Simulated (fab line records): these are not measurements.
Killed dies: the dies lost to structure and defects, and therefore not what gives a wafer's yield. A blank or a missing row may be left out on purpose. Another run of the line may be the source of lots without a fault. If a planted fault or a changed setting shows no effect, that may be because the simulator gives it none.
Chamber matching || flow n5_finfet || rie_diel-05 running N5_BEOL_M1_ETCH_70: 4 sister chambers
The step etches SOC in N2/H2, target depth 80 nm, overetch 16 nm, time 120 s. 8 wafers are shown with their chamber, then 7 later ones without.

== EACH WAFER AND ITS CHAMBER ==
{"wafer": "L079.6", "chamber": 3, "throttle_valve_pct (%)": 18.18, "drypump_motor_current_A (A)": 5.4}
{"wafer": "L082.2", "chamber": 2, "throttle_valve_pct (%)": 17.11, "drypump_motor_current_A (A)": 5.0}
{"wafer": "L082.6", "chamber": 0, "throttle_valve_pct (%)": 18.09, "drypump_motor_current_A (A)": 5.7}
{"wafer": "L085.2", "chamber": 3, "throttle_valve_pct (%)": 18.18, "drypump_motor_current_A (A)": 5.5}
{"wafer": "L085.3", "chamber": 0, "throttle_valve_pct (%)": 18.12, "drypump_motor_current_A (A)": 5.7}
{"wafer": "L085.4", "chamber": 1, "throttle_valve_pct (%)": 18.10, "drypump_motor_current_A (A)": 6.3}
{"wafer": "L089.3", "chamber": 2, "throttle_valve_pct (%)": 17.12, "drypump_motor_current_A (A)": 5.0}
{"wafer": "L089.5", "chamber": 1, "throttle_valve_pct (%)": 18.12, "drypump_motor_current_A (A)": 6.2}

== WAFERS WITH NO CHAMBER GIVEN ==
{"wafer": "L089.6", "throttle_valve_pct (%)": 17.13, "drypump_motor_current_A (A)": 5.0}
{"wafer": "L091.2", "throttle_valve_pct (%)": 17.14, "drypump_motor_current_A (A)": 5.0}
{"wafer": "L091.5", "throttle_valve_pct (%)": 18.19, "drypump_motor_current_A (A)": 5.5}
{"wafer": "L091.6", "throttle_valve_pct (%)": 18.13, "drypump_motor_current_A (A)": 5.7}
{"wafer": "L093.3", "throttle_valve_pct (%)": 18.13, "drypump_motor_current_A (A)": 6.3}
{"wafer": "L093.4", "throttle_valve_pct (%)": 18.14, "drypump_motor_current_A (A)": 5.7}
{"wafer": "L093.6", "throttle_valve_pct (%)": 18.11, "drypump_motor_current_A (A)": 6.2}

== EACH ONE'S CHAMBER ==
{"wafer": "L089.6", "from the rows above": 2, "in truth": 2}
{"wafer": "L091.2", "from the rows above": 2, "in truth": 2}
{"wafer": "L091.5", "from the rows above": 3, "in truth": 3}
{"wafer": "L091.6", "from the rows above": 0, "in truth": 0}
{"wafer": "L093.3", "from the rows above": 1, "in truth": 1}
{"wafer": "L093.4", "from the rows above": 0, "in truth": 0}
{"wafer": "L093.6", "from the rows above": 1, "in truth": 1}
Correctly placed: 7 of 7. Left unplaced by these rows: 0. Number placed wrongly: 0.
How it was worked out, from the rows above alone: a wafer's distance from a chamber is the root of the sum, over the readings, of the square of ((its reading less the chamber's mean) divided by the reading's scatter). If the next closest chamber is less than 2 further off than the closest, the wafer can't be placed; otherwise it belongs to the closest. A chamber's mean is the mean of its shown wafers. The scatter: the root of (the sum of the squares of (reading less its chamber's mean) over the shown wafers, divided by (wafers less chambers)).
